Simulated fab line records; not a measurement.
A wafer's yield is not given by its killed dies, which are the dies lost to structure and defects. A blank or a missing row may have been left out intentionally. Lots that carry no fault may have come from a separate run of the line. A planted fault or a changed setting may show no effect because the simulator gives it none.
fab line records ; flow n5-finfet
record: lots: 9; wafers: 25; last-day: 17
route steps=1938 shown BEOL_M4@1111 BEOL_M5@1157 PASSIVATION@1936
lots untouched by any fault: they come from a run of this same line in which no faults occurred
start-h: hours from the record's opening day to when the first of the lot's shown wafers began ; wait-h: time in hours since the lot's previous step ; " repeats the value in the row above ; L1.1+2: a row that stands for several wafers ; - either no value or no given start ; * or withheld: withheld ; < > ~ a bound
route shown NAME@n: a module of which the file shows steps, and the number in the route of the first ; usual: mean/standard deviation taken from wafers without a fault ; same: alike in all rows ; chamber/n: place in a boat ; sites: per-site readings ; _std_site: the standard deviation of these ; _edge_site: the outer-site mean with the inner-site mean subtracted ; radius-mm: how far each site lies from the wafer's centre ; mask NAME#n: copy n ; behind: tool/chamber where the wafer was last shaped ; hold: cause of the lot's hold/its duration in hours/its outcome ; device: whichever transistor did not switch (one of n, p or np) ; end of line: the route-end tests of the same wafers ; a step without rows: its recipe alone ; killed: not the wafer's yield, but the dies lost to structure and defects at the first sort ; map: shows each die of a wafer: x if killed, . if not, _ if none is there
set.NAME: the setting that was run; set.NAME@STEP: the one run at that earlier step ; model.NAME: the simulator's own value behind a step, which no gauge read
the route's steps for a sample of lots (tables are steps, rows are wafers)
services: the hour from which a tool's chamber was out of use, counted from the record's first day as start-h (under 0 if before that day), plus the number of hours and why
== steps ==
step: N5_BEOL_M4_RC_MEAS_101
usual: DIBL_N: 36.8/2.2; DIBL_P: 37.1/2.8; IOFF_N: 0.17/0.04; IOFF_P: 0.22/0.049; ION_N: 672/16; ION_P: 460/9.2; SS_N: 71.6/0.69; SS_P: 73.5/0.78; VT_N: 249/3.6; VT_P: -250/3.9
lot.wafer;tool;chamber;start-h;wait-h;DIBL_N[mV/V];DIBL_P[mV/V];IOFF_N[nA/um];IOFF_P[nA/um];ION_N[uA/um];ION_P[uA/um];SS_N[mV/dec];SS_P[mV/dec];VT_N[mV];VT_P[mV]
L890.2;prober-02;0;166.00;0.2;33.5;34.2;0.13;0.17;640;445;71.0;72.6;253;-250
L890.4;prober-02;0;166.00;0.2;36.9;39.3;0.18;0.26;683;475;71.3;73.9;251;-248
L890.6;prober-02;0;166.00;0.2;35.6;37.0;0.17;0.23;674;460;71.7;73.7;250;-248
L892.1;prober-01;0;175.04;0.0;38.2;40.1;0.21;0.22;699;462;72.3;73.7;245;-251
L892.2;prober-01;0;175.04;0.0;34.5;34.8;0.14;0.16;670;454;70.7;73.0;252;-253
L892.5;prober-01;0;175.04;0.0;37.9;39.2;0.23;0.23;703;472;72.0;73.6;246;-250
L891.2;prober-02;0;177.80;0.2;35.8;33.7;0.13;0.16;652;444;71.7;73.2;256;-257
L891.5;prober-02;0;177.80;0.2;37.0;36.1;0.14;0.19;650;448;72.7;73.2;258;-255
L891.6;prober-02;0;177.80;0.2;36.4;35.2;0.14;0.18;658;447;72.3;72.8;253;-256
L893.1;prober-01;0;179.49;0.0;38.7;39.2;0.19;0.25;684;468;71.9;74.3;246;-246
L893.2;prober-01;0;179.49;0.0;37.9;38.7;0.18;0.24;680;468;72.0;73.4;245;-248
L893.6;prober-01;0;179.49;0.0;39.3;41.2;0.21;0.31;684;468;72.5;74.8;245;-247
L895.1;prober-02;0;186.90;0.0;30.5;28.5;0.08;0.11;647;444;70.0;72.0;257;-259
L895.3;prober-02;0;186.90;0.0;38.6;40.2;0.21;0.25;664;456;72.3;74.9;248;-253
L895.5;prober-02;0;186.90;0.0;37.9;38.6;0.20;0.22;683;463;72.4;74.4;248;-251
L894.4;prober-02;0;197.07;0.5;36.1;34.9;0.16;0.19;670;455;70.3;73.5;245;-252
L894.5;prober-02;0;197.07;0.5;37.4;35.9;0.16;0.20;672;454;71.9;73.1;251;-250
L900.1;prober-01;0;226.17;0.0;32.9;31.9;0.10;0.13;647;440;70.6;71.9;260;-257
L900.6;prober-01;0;226.17;0.0;37.9;39.1;0.19;0.24;674;455;71.9;74.7;247;-251
L903.1;prober-01;0;254.96;0.0;37.3;36.9;0.17;0.24;691;473;71.6;73.0;249;-243
L903.3;prober-01;0;254.96;0.0;34.7;34.5;0.13;0.22;666;471;71.1;72.8;249;-247
L903.6;prober-01;0;254.96;0.0;36.9;37.7;0.17;0.27;687;484;71.4;72.6;248;-244
L911.3;prober-02;0;303.15;0.3;34.2;34.1;0.13;0.16;643;441;72.1;72.9;254;-256
L911.5;prober-02;0;303.15;0.3;34.4;35.3;0.13;0.18;671;459;71.4;73.7;253;-255
L911.6;prober-02;0;303.15;0.3;36.8;37.6;0.17;0.21;685;456;72.5;74.1;248;-252
step: N5_BEOL_M5_VIA_ETCH_34
recipe: chemistry: C4F6/O2; target: SiCOH_lowk; target-depth-a: 883; mask-material: SOC; taper-deg: 4; time-s: 39.2; ion-energy-ev: 250; pressure-mtorr: 30; source-w: 345; bias-w: 185; Ar_flow_sccm: 300; C4F6_flow_sccm: 10; O2_flow_sccm: 10
usual: drypump-motor-current-A: 5.91/0.28; oes_f_703_au: 0.78/0.069; oes-product-au: 0.77/0.071; rf-fwd-power-W: 340.9/1.3; rf-vpp-V: 662/26; showerhead-plenum-p-Torr: 2.85/0.073; throttle-valve-pct: 20.82/0.21
lot.wafer;tool;chamber;start-h;wait-h;drypump-motor-current-A;oes_f_703_au;oes-product-au;rf-fwd-power-W;rf-hours-counter-h;rf-vpp-V;showerhead-plenum-p-Torr;throttle-valve-pct
L890.2;rie-diel-06;0;172.05;0.0;5.81;0.77;0.72;341.1;170;669;2.93;20.82
L890.4;rie-diel-06;1;172.05;0.0;6.52;0.82;0.86;340.3;53;692;2.92;20.71
L890.6;rie-diel-06;1;172.05;0.0;6.54;0.82;0.86;339.4;-;694;2.92;20.70
L892.1;rie-diel-06;2;181.88;0.0;6.03;0.76;0.72;340.4;199;657;2.78;20.73
L892.2;rie-diel-06;0;181.88;0.0;5.77;0.76;0.72;340.7;172;667;2.93;20.82
L892.5;rie-diel-06;2;181.88;0.0;6.06;0.76;0.71;337.7;-;657;2.78;20.73
L891.2;rie-diel-03;1;182.06;0.0;5.50;0.66;0.69;340.1;205;689;2.83;21.28
L891.5;rie-diel-03;2;182.06;0.0;6.03;0.84;0.81;341.4;-;616;2.88;20.87
L891.6;rie-diel-03;3;182.06;0.0;5.85;0.71;0.71;341.9;-;676;2.89;20.57
L893.1;rie-diel-06;0;185.79;0.0;5.80;0.77;0.72;341.6;174;669;2.93;20.83
L893.2;rie-diel-06;3;185.79;0.0;5.79;0.69;0.69;339.5;215;652;2.83;21.26
L893.6;rie-diel-06;0;185.79;0.0;5.81;0.76;0.73;342.3;-;668;2.93;20.80
L895.1;rie-diel-02;1;192.33;0.0;5.97;0.83;0.83;340.3;67;685;2.99;20.61
L895.3;rie-diel-02;0;192.33;0.0;5.53;0.85;0.91;339.4;21;685;2.78;20.64
L895.5;rie-diel-02;3;192.33;0.0;6.15;0.94;0.92;342.7;-;619;2.81;20.65
L894.4;rie-diel-02;3;201.10;0.0;6.13;0.94;0.89;343.0;17;621;2.81;20.66
L894.5;rie-diel-02;3;201.10;0.0;6.11;0.94;0.91;342.4;-;620;2.81;20.66
L900.1;rie-diel-02;3;233.23;0.0;6.14;0.92;0.89;343.0;26;621;2.80;20.67
L900.6;rie-diel-02;0;233.23;0.0;5.52;0.83;0.88;341.3;-;684;2.78;20.65
L903.1;rie-diel-06;1;260.53;0.0;6.49;0.78;0.83;339.5;78;694;2.91;20.75
L903.3;rie-diel-06;0;260.53;0.0;5.79;0.74;0.71;341.4;197;667;2.92;20.86
L903.6;rie-diel-06;2;260.53;0.0;6.02;0.75;0.71;339.4;-;656;2.77;20.78
L911.3;rie-diel-06;1;307.12;0.0;6.52;0.78;0.80;340.3;93;692;2.90;20.77
L911.5;rie-diel-06;2;307.12;0.0;6.02;0.74;0.69;339.4;-;656;2.77;20.78
L911.6;rie-diel-06;0;307.12;0.0;5.80;0.74;0.70;340.7;-;666;2.91;20.88
step: N5_BEOL_M5_STRIP_91
recipe: chemistry: N2/H2; time-s: 10; power-w: 450; temp-c: 40; pressure-mtorr: 20; rf-frequency-hz: 6e+07; bias-power-w: 7; n2-flow-sccm: 200; h2-flow-sccm: 200
usual: drypump-motor-current-A: 5.92/0.28; oes-product-au: 0.77/0.076; rf-vpp-V: 59.2/0.91; showerhead-plenum-p-Torr: 2.54/0.076; throttle-valve-pct: 23.54/0.27
lot.wafer;tool;chamber;start-h;wait-h;drypump-motor-current-A;oes-product-au;rf-hours-counter-h;rf-vpp-V;showerhead-plenum-p-Torr;throttle-valve-pct
L890.2;rie-diel-06;0;-;-;5.82;0.71;170;59.6;2.67;23.91
L890.4;rie-diel-06;1;-;-;6.53;0.86;53;58.9;2.56;23.24
L890.6;rie-diel-06;1;-;-;6.51;0.85;-;60.0;2.56;23.24
L892.1;rie-diel-06;2;-;-;6.03;0.71;199;58.9;2.48;23.07
L892.2;rie-diel-06;0;-;-;5.81;0.71;172;60.0;2.67;23.89
L892.5;rie-diel-06;2;-;-;6.05;0.70;-;57.8;2.48;23.08
L891.2;rie-diel-03;1;-;-;5.45;0.69;205;59.0;2.51;23.84
L891.5;rie-diel-03;2;-;-;6.05;0.81;-;59.0;2.58;23.74
L891.6;rie-diel-03;3;-;-;5.82;0.70;-;59.2;2.62;23.52
L893.1;rie-diel-06;0;-;-;5.80;0.71;174;59.4;2.67;23.89
L893.2;rie-diel-06;3;-;-;5.77;0.70;215;60.0;2.51;23.79
L893.6;rie-diel-06;0;-;-;5.79;0.70;-;59.0;2.67;23.91
L895.1;rie-diel-02;1;-;-;5.97;0.82;67;60.1;2.67;23.15
L895.3;rie-diel-02;0;-;-;5.54;0.91;21;58.7;2.47;23.50
L895.5;rie-diel-02;3;-;-;6.15;0.91;-;60.3;2.51;23.78
L894.4;rie-diel-02;3;-;-;6.16;0.91;17;59.0;2.51;23.78
L894.5;rie-diel-02;3;-;-;6.17;0.91;-;56.7;2.51;23.79
L900.1;rie-diel-02;3;-;-;6.12;0.89;26;59.5;2.51;23.75
L900.6;rie-diel-02;0;-;-;5.49;0.89;-;59.8;2.47;23.51
L903.1;rie-diel-06;1;-;-;6.50;0.84;79;57.7;2.54;23.28
L903.3;rie-diel-06;0;-;-;5.80;0.69;198;58.2;2.66;23.93
L903.6;rie-diel-06;2;-;-;6.03;0.69;-;61.6;2.47;23.11
L911.3;rie-diel-06;1;-;-;6.48;0.83;93;59.8;2.54;23.30
L911.5;rie-diel-06;2;-;-;6.07;0.68;-;59.0;2.47;23.12
L911.6;rie-diel-06;0;-;-;5.79;0.69;-;58.0;2.65;23.94
step: N5_BEOL_M5_ALD_86
recipe: material: TaN; target-thk-a: *; temp-c: 275; ald-precursor-family: PDMAT; ald-co-reactant: NH3; pressure-torr: 3; carrier-flow-sccm: 1500; pulse-time-s: 2; purge-time-s: 3; co-reactant-purge-time-s: 2; co-reactant-pulse-time-s: 3; ald-cycles: 30; precursor-vessel-temp-c: 75; precursor-vessel-pressure-torr: 26.25; precursor-vessel-carrier-sccm: 1000
usual: ald-cycles: 30/0; heater-power-w: 432/26
lot.wafer;tool;chamber;start-h;wait-h;ald-cycles;heater-power-w
L890.2;ald-metal-04;2;174.00;0.0;30;458
L890.4;ald-metal-04;3;174.00;0.0;30;438
L890.6;ald-metal-04;2;174.00;0.0;30;455
L892.1;ald-metal-03;0;182.90;0.0;30;468
L892.2;ald-metal-03;1;182.90;0.0;30;390
L892.5;ald-metal-03;1;182.90;0.0;30;391
L891.2;ald-metal-04;1;183.05;0.0;30;441
L891.5;ald-metal-04;3;183.05;0.0;30;443
L891.6;ald-metal-04;2;183.05;0.0;30;439
L893.1;ald-metal-04;1;186.88;0.1;30;439
L893.2;ald-metal-04;0;186.88;0.1;30;405
L893.6;ald-metal-04;2;186.88;0.1;30;458
L895.1;ald-metal-04;0;193.65;0.0;30;407
L895.3;ald-metal-04;3;193.65;0.0;30;442
L895.5;ald-metal-04;1;193.65;0.0;30;446
L894.4;ald-metal-03;2;202.14;0.0;30;390
L894.5;ald-metal-03;2;202.14;0.0;30;383
L900.1;ald-metal-04;1;234.35;0.0;30;440
L900.6;ald-metal-04;3;234.35;0.0;30;451
L903.1;ald-metal-04;1;262.08;0.1;25;442
L903.3;ald-metal-04;3;262.08;0.1;30;443
L903.6;ald-metal-04;0;262.08;0.1;25;398
L911.3;ald-metal-03;1;308.22;0.0;30;396
L911.5;ald-metal-03;2;308.22;0.0;30;396
L911.6;ald-metal-03;3;308.22;0.0;30;485
step: N5_BEOL_M5_SPUTTER_81
recipe: material: Cu; target-thk-a: 150; temp-c: -20; chamber-pressure-pa: 0.07; power-w: withheld; time-s: 27.62
usual: substrate-temp-c: -20.01/0.11; throttle-valve-pct: 30.2/0.94
lot.wafer;tool;chamber;start-h;wait-h;substrate-temp-c;throttle-valve-pct
L890.2;pvd-sputter-03;-;175.53;0.5;-19.99;28.6
L890.4;pvd-sputter-03;-;175.53;0.5;-19.88;29.9
L890.6;pvd-sputter-03;-;175.53;0.5;-19.90;28.3
L892.1;pvd-sputter-03;-;184.48;0.5;-20.01;28.5
L892.2;pvd-sputter-03;-;184.48;0.5;-20.01;29.8
L892.5;pvd-sputter-03;-;184.48;0.5;-19.95;29.6
L891.2;pvd-sputter-01;-;186.22;0.5;-20.16;31.3
L891.5;pvd-sputter-01;-;186.22;0.5;-20.12;29.0
L891.6;pvd-sputter-01;-;186.22;0.5;-19.90;31.1
L893.1;pvd-sputter-02;-;188.57;0.5;-20.14;31.4
L893.2;pvd-sputter-02;-;188.57;0.5;-19.92;31.1
L893.6;pvd-sputter-02;-;188.57;0.5;-20.05;31.8
L895.1;pvd-sputter-02;-;195.34;0.5;-20.00;30.6
L895.3;pvd-sputter-02;-;195.34;0.5;-20.13;30.9
L895.5;pvd-sputter-02;-;195.34;0.5;-20.00;29.4
L894.4;pvd-sputter-01;-;203.77;0.5;-20.06;29.1
L894.5;pvd-sputter-01;-;203.77;0.5;-20.04;31.3
L900.1;pvd-sputter-01;-;235.89;0.5;-19.99;30.7
L900.6;pvd-sputter-01;-;235.89;0.5;-20.01;30.9
L903.1;pvd-sputter-02;-;263.73;0.5;-20.08;29.6
L903.3;pvd-sputter-02;-;263.73;0.5;-20.20;31.0
L903.6;pvd-sputter-02;-;263.73;0.5;-19.91;30.4
L911.3;pvd-sputter-02;-;310.53;0.5;-19.74;29.6
L911.5;pvd-sputter-02;-;310.53;0.5;-19.92;31.3
L911.6;pvd-sputter-02;-;310.53;0.5;-19.96;30.5
step: N5_PASSIVATION_PROBE_49
usual: defect-limited-yield: 91.1/1.5; killed_at_M0_to_M3: 35/11; killed_at_M4_up: 13/5.7; killed-at-contacts: 12/5.7; killed-at-front-end: 40/11; killed-at-other: 4/4.4; killed-dies: 105/18; killed-open: 68/14; killed-short: 34/7.4; sort_bin_4_leakage: 0.00/0.011; sort_bin_5_function: 5.2/1; sort_bin_6_memory: 3.3/0.67; sort_bin_8_speed: 0.04/0.29; sort-n-pass: 1074/18; sort-yield-pct: 91.0/1.5
same: gross-dies: 1180; killed-at-back-side: 0
lot.wafer;tool;chamber;start-h;wait-h;defect-limited-yield[%];killed_at_M0_to_M3;killed_at_M4_up;killed-at-contacts;killed-at-front-end;killed-at-other;killed-dies;killed-open;killed-short;sort_bin_4_leakage[%];sort_bin_5_function[%];sort_bin_6_memory[%];sort_bin_8_speed[%];sort-n-pass;sort-yield-pct[%]
L890.2;prober-01;-;268.49;0.1;91.3;26;16;5;42;14;103;66;36;0;6.0;2.4;0;1077;91.3
L890.4;prober-01;-;268.59;0.2;89.0;31;28;2;56;13;130;94;36;0;6.9;3.9;0;1050;89.0
L890.6;prober-01;-;268.69;0.3;90.3;31;26;11;35;12;115;87;26;0;6.0;3.6;0;1065;90.3
L892.1;prober-01;-;268.74;0.0;89.3;28;18;16;57;7;126;86;39;0;6.4;4.2;0;1054;89.3
L892.2;prober-01;-;268.79;0.1;89.6;54;24;8;36;1;123;87;36;0;6.1;4.2;0;1057;89.6
L892.5;prober-01;-;268.94;0.2;89.8;42;13;9;54;2;120;83;36;0;6.6;3.0;0;1060;89.8
L893.1;prober-01;-;282.14;0.0;88.7;35;13;27;56;2;133;111;21;0;7.1;3.9;0;1047;88.7
L893.2;prober-01;-;282.19;0.1;89.4;34;20;19;49;3;125;80;42;0;5.3;4.7;0;1055;89.4
L893.6;prober-01;-;282.39;0.3;92.5;26;12;6;43;2;89;69;20;0;4.6;2.9;0;1091;92.5
L891.2;prober-01;-;282.71;0.1;90.8;50;10;8;36;4;108;66;40;0;5.0;3.6;0.08;1071;90.8
L891.5;prober-01;-;282.86;0.2;92.8;32;5;8;30;10;85;54;23;0;4.5;2.5;0;1095;92.8
L891.6;prober-01;-;282.91;0.3;91.4;47;10;13;32;0;102;69;32;0;5.1;3.1;0;1078;91.4
L895.1;prober-01;-;291.32;0.0;91.9;39;10;14;20;12;95;57;37;0;4.9;2.7;0.08;1084;91.9
L895.3;prober-01;-;291.42;0.1;89.5;31;26;16;45;6;124;84;39;0;6.2;4.0;0;1056;89.5
L895.5;prober-01;-;291.52;0.2;89.8;37;21;18;37;7;120;85;29;0;5.9;3.9;0;1060;89.8
L894.4;prober-02;-;296.20;0.2;90.2;39;17;17;43;0;116;88;28;0;5.6;3.8;0;1064;90.2
L894.5;prober-02;-;296.25;0.2;91.4;41;15;6;32;8;102;64;28;0;5.5;3.1;0;1078;91.4
L900.1;prober-02;-;332.75;0.0;94.9;16;9;3;27;5;60;38;22;0;2.7;2.2;0.08;1119;94.8
L900.6;prober-02;-;333.00;0.3;94.2;11;15;12;30;1;69;46;22;0;3.1;2.6;0;1111;94.2
L903.1;prober-02;-;356.17;0.0;90.1;34;22;10;50;1;117;76;34;0.42;6.4;2.8;0;1063;90.1
L903.3;prober-02;-;356.27;0.1;89.8;51;17;6;43;3;120;75;42;0;5.6;4.2;0;1060;89.8
L903.6;prober-02;-;356.42;0.3;90.3;41;18;15;34;6;114;66;37;0.93;4.9;3.2;0;1066;90.3
L911.3;prober-01;-;401.60;0.1;91.9;37;14;5;35;5;96;59;37;0;5.0;2.9;0.42;1079;91.4
L911.5;prober-01;-;401.70;0.2;92.7;45;1;12;24;4;86;48;38;0;3.7;3.1;0;1094;92.7
L911.6;prober-01;-;401.75;0.3;91.0;35;14;7;46;4;106;64;41;0;5.2;3.4;0;1074;91.0
killed by level:class
L890.2 STI_FIN_REVEAL:geometric-particle:open=17 BEOL_M1:geometric-particle:open=10 BEOL_M4:geometric-particle:open=8 PAD_METAL:geometric-particle:short=8 BEOL_M0_SAQP:geometric-particle:short=6 FIN_SAQP:geometric-particle:open=5 PAD_METAL:geometric-particle:open=5 STARTING-WAFER:geometric-particle:short=5
L890.4 BEOL_M4:geometric-particle:open=17 FIN_SAQP:geometric-particle:open=14 STI_FIN_REVEAL:geometric-particle:open=9 BEOL_M0_SAQP:geometric-particle:open=9 BEOL_M0_SAQP:geometric-particle:short=8 STARTING-WAFER:geometric-particle:short=6 FIN_SAQP:geometric-particle:short=5 DUMMY_GATE:geometric-particle:open=5
L890.6 BEOL_M4:geometric-particle:open=15 BEOL_M1:geometric-particle:open=12 FIN_SAQP:geometric-particle:open=10 FIN_SAQP:geometric-particle:short=9 MOL_CONTACT_COAG:geometric-particle:open=8 STI_FIN_REVEAL:geometric-particle:open=7 BEOL_M0:geometric-particle:open=5 BEOL_M2:geometric-particle:open=4
L892.1 STI_FIN_REVEAL:geometric-particle:open=23 FIN_SAQP:geometric-particle:open=11 BEOL_M0_SAQP:geometric-particle:open=11 MOL_CONTACT_COAG:geometric-particle:open=9 BEOL_M4:geometric-particle:open=9 MOL_CONTACT_COAG:geometric-particle:short=7 BEOL_M0_SAQP:geometric-particle:short=6 STI_FIN_REVEAL:geometric-particle:short=5
L892.2 BEOL_M4:geometric-particle:open=14 FIN_SAQP:geometric-particle:open=11 BEOL_M0_SAQP:geometric-particle:short=11 BEOL_M1:geometric-particle:open=10 BEOL_M3:geometric-particle:open=10 BEOL_M0_SAQP:geometric-particle:open=9 STI_FIN_REVEAL:geometric-particle:open=7 MOL_CONTACT_COAG:geometric-particle:open=7
L892.5 BEOL_M3:geometric-particle:open=19 FIN_SAQP:geometric-particle:open=18 STI_FIN_REVEAL:geometric-particle:open=7 BEOL_M4:geometric-particle:open=6 MOL_CONTACT_COAG:geometric-particle:open=6 BEOL_M1:geometric-particle:open=6 STI_FIN_REVEAL:geometric-particle:short=5 GATE_CUT:geometric-particle:short=5
L893.1 MOL_CONTACT_COAG:geometric-particle:open=24 STI_FIN_REVEAL:geometric-particle:open=18 FIN_SAQP:geometric-particle:open=16 BEOL_M2:geometric-particle:open=10 BEOL_M1:geometric-particle:open=9 FIN_SAQP:geometric-particle:short=6 BEOL_M0_SAQP:geometric-particle:open=6 BEOL_M0_SAQP:geometric-particle:short=5
L893.2 MOL_CONTACT_COAG:geometric-particle:open=14 FIN_SAQP:geometric-particle:short=11 STI_FIN_REVEAL:geometric-particle:open=11 BEOL_M1:geometric-particle:open=10 BEOL_M0_SAQP:geometric-particle:open=7 BEOL_M4:geometric-particle:open=7 BEOL_M0_SAQP:geometric-particle:short=6 MOL_CONTACT_COAG:geometric-particle:short=5
L893.6 STI_FIN_REVEAL:geometric-particle:open=16 DUMMY_GATE:geometric-particle:open=7 BEOL_M0_SAQP:geometric-particle:open=7 FIN_SAQP:geometric-particle:open=6 MOL_CONTACT_COAG:geometric-particle:open=6 BEOL_M0_SAQP:geometric-particle:short=6 BEOL_M3:geometric-particle:open=5 STI_FIN_REVEAL:geometric-particle:short=4
L891.2 BEOL_M0_SAQP:geometric-particle:short=14 BEOL_M0_SAQP:geometric-particle:open=9 BEOL_M2:geometric-particle:open=9 STI_FIN_REVEAL:geometric-particle:open=7 FIN_SAQP:geometric-particle:open=6 MOL_CONTACT_COAG:geometric-particle:open=5 BEOL_M3:geometric-particle:open=5 FIN_SAQP:geometric-particle:short=4
L891.5 STI_FIN_REVEAL:geometric-particle:open=14 BEOL_M0_SAQP:geometric-particle:short=9 BEOL_M3:geometric-particle:open=7 MIM_TOP_ETCH:area-etch=7 MOL_CONTACT_COAG:geometric-particle:open=6 BEOL_M0_SAQP:geometric-particle:open=5 FIN_SAQP:geometric-particle:open=3 DUMMY_GATE:geometric-particle:open=3
L891.6 BEOL_M2:geometric-particle:open=15 FIN_SAQP:geometric-particle:short=14 BEOL_M3:geometric-particle:open=14 MOL_CONTACT_COAG:geometric-particle:open=13 BEOL_M0_SAQP:geometric-particle:short=9 STI_FIN_REVEAL:geometric-particle:open=7 BEOL_M0_SAQP:geometric-particle:open=3 BEOL_M6:geometric-particle:open=3
L895.1 BEOL_M0_SAQP:geometric-particle:short=12 MOL_CONTACT_COAG:geometric-particle:open=11 BEOL_M0_SAQP:geometric-particle:open=9 BEOL_M1:geometric-particle:open=8 STI_FIN_REVEAL:geometric-particle:open=5 PASS1_CAP:geometric-particle:short=3 DUMMY_GATE:geometric-particle:open=3 MOL_CONTACT_COAG:geometric-particle:short=3
L895.3 DUMMY_GATE:geometric-particle:open=10 MOL_CONTACT_COAG:geometric-particle:open=10 BEOL_M4:geometric-particle:open=10 FIN_SAQP:geometric-particle:open=7 BEOL_M3:geometric-particle:open=7 BEOL_M8:geometric-particle:open=7 FIN_SAQP:geometric-particle:short=6 STARTING-WAFER:geometric-particle:open=6
L895.5 MOL_CONTACT_COAG:geometric-particle:open=16 BEOL_M3:geometric-particle:open=10 BEOL_M1:geometric-particle:open=9 BEOL_M4:geometric-particle:open=9 FIN_SAQP:geometric-particle:open=4 DUMMY_GATE:geometric-particle:open=4 BEOL_M0_SAQP:geometric-particle:short=4 STARTING-WAFER:geometric-particle:open=4
L894.4 MOL_CONTACT_COAG:geometric-particle:open=17 BEOL_M0_SAQP:geometric-particle:open=10 BEOL_M3:geometric-particle:open=10 FIN_SAQP:geometric-particle:open=9 BEOL_M4:geometric-particle:open=9 STI_FIN_REVEAL:geometric-particle:open=8 BEOL_M0:geometric-particle:open=7 GATE_CUT:geometric-particle:short=6
L894.5 BEOL_M3:geometric-particle:open=9 BEOL_M0_SAQP:geometric-particle:open=8 MIM_TOP_ETCH:area-etch=8 STI_FIN_REVEAL:geometric-particle:open=7 FIN_SAQP:geometric-particle:open=6 BEOL_M2:geometric-particle:open=6 STARTING-WAFER:geometric-particle:open=6 MOL_CONTACT_COAG:geometric-particle:open=5
L900.1 BEOL_M1:geometric-particle:open=8 FIN_SAQP:geometric-particle:short=7 FIN_SAQP:geometric-particle:open=5 BEOL_M4:geometric-particle:open=4 BEOL_M0_SAQP:geometric-particle:short=3 BEOL_M0_SAQP:geometric-particle:open=3 STARTING-WAFER:geometric-particle:open=3 STI_FIN_REVEAL:geometric-particle:open=2
L900.6 MOL_CONTACT_COAG:geometric-particle:open=10 BEOL_M4:geometric-particle:open=9 STI_FIN_REVEAL:geometric-particle:open=8 FIN_SAQP:geometric-particle:short=7 BEOL_M0_SAQP:geometric-particle:open=4 FIN_SAQP:geometric-particle:open=3 STI_FIN_REVEAL:geometric-particle:short=3 BEOL_M2:geometric-particle:open=3
L903.1 FIN_SAQP:geometric-particle:open=13 MOL_CONTACT_COAG:geometric-particle:open=9 FIN_SAQP:geometric-particle:short=8 STI_FIN_REVEAL:geometric-particle:open=8 BEOL_M3:geometric-particle:open=7 BEOL_M4:geometric-particle:open=7 ILD0:geometric-particle:short=6 BEOL_M0_SAQP:geometric-particle:short=6
L903.3 BEOL_M0_SAQP:geometric-particle:short=13 BEOL_M0_SAQP:geometric-particle:open=12 FIN_SAQP:geometric-particle:open=10 BEOL_M1:geometric-particle:open=10 BEOL_M4:geometric-particle:open=10 GATE_CUT:geometric-particle:short=9 BEOL_M2:geometric-particle:open=7 DUMMY_GATE:geometric-particle:open=6
L903.6 FIN_SAQP:geometric-particle:open=19 MOL_CONTACT_COAG:geometric-particle:open=11 M5:area-ald=11 BEOL_M3:geometric-particle:open=10 BEOL_M0_SAQP:geometric-particle:short=7 BEOL_M2:geometric-particle:open=7 BEOL_M0_SAQP:geometric-particle:open=6 FIN_SAQP:geometric-particle:short=5
L911.3 STI_FIN_REVEAL:geometric-particle:open=8 BEOL_M0_SAQP:geometric-particle:short=7 BEOL_M1:geometric-particle:open=6 DUMMY_GATE:geometric-particle:open=6 GATE_CUT:geometric-particle:open=5 BEOL_M0:geometric-particle:short=5 BEOL_M2:geometric-particle:open=5 GATE_CUT:geometric-particle:short=4
L911.5 MOL_CONTACT_COAG:geometric-particle:open=11 BEOL_M0:geometric-particle:short=10 BEOL_M0_SAQP:geometric-particle:short=7 BEOL_M2:geometric-particle:short=7 BEOL_M3:geometric-particle:open=7 DUMMY_GATE:geometric-particle:open=6 FIN_SAQP:geometric-particle:short=4 STI_FIN_REVEAL:geometric-particle:open=4
L911.6 STI_FIN_REVEAL:geometric-particle:open=13 BEOL_M1:geometric-particle:open=10 STARTING-WAFER:geometric-particle:short=7 FIN_SAQP:geometric-particle:open=6 MOL_CONTACT_COAG:geometric-particle:open=6 BEOL_M0_SAQP:geometric-particle:short=6 BEOL_M0_SAQP:geometric-particle:open=5 BEOL_M3:geometric-particle:open=5
== services ==
tool;chamber;start-h;hours;kind
ald-metal-03;3;164.97;2.0;repair
pvd-sputter-02;-;177.09;4.0;repair
ald-metal-04;-;181.96;0.7;repair
rie-diel-03;-;220.73;0.9;repair
rie-diel-02;3;229.20;1.3;repair
rie-diel-03;0;237.94;16.9;repair
rie-diel-03;3;265.27;-;clean
rie-diel-03;3;265.27;-;consumable-replace:esc
rie-diel-03;3;265.27;-;consumable-replace:focus-ring
rie-diel-03;3;265.27;20.3;scheduled-down
rie-diel-03;3;265.27;20.3;vent-cycle
ald-metal-04;3;287.21;2.9;repair
rie-diel-06;3;300.38;-;clean
rie-diel-06;3;300.38;-;consumable-replace:focus-ring
rie-diel-06;3;300.38;24.3;scheduled-down
rie-diel-06;3;300.38;24.3;vent-cycle
== key ==
first-sign: step: N5_BEOL_M5_ALD_86; reading: ald-cycles; direction: down; sigmas: 99+; usual: *; struck: *
effect: step: N5_PASSIVATION_PROBE_49; reading: sort_bin_4_leakage; direction: up; sigmas: 8; usual: 0.00; struck: 0.68
met-at N5_BEOL_M5_ALD_86
struck-lots L903
struck-wafers L903.1,L903.6
not-acting-at N5_BEOL_M5_VIA_ETCH_34,N5_BEOL_M5_STRIP_91,N5_BEOL_M5_SPUTTER_81
onset-between 234.35 262.08
fault: kind: process-parameter-drift; tool: ald-metal-04; chamber: -; onset-h: 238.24; steps: N5_BEOL_M5_ALD_86; channel: ald-cycles; offset: *; shape: step; end-h: 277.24; scope: struck-wafers-only; acts-in: *; stated: *
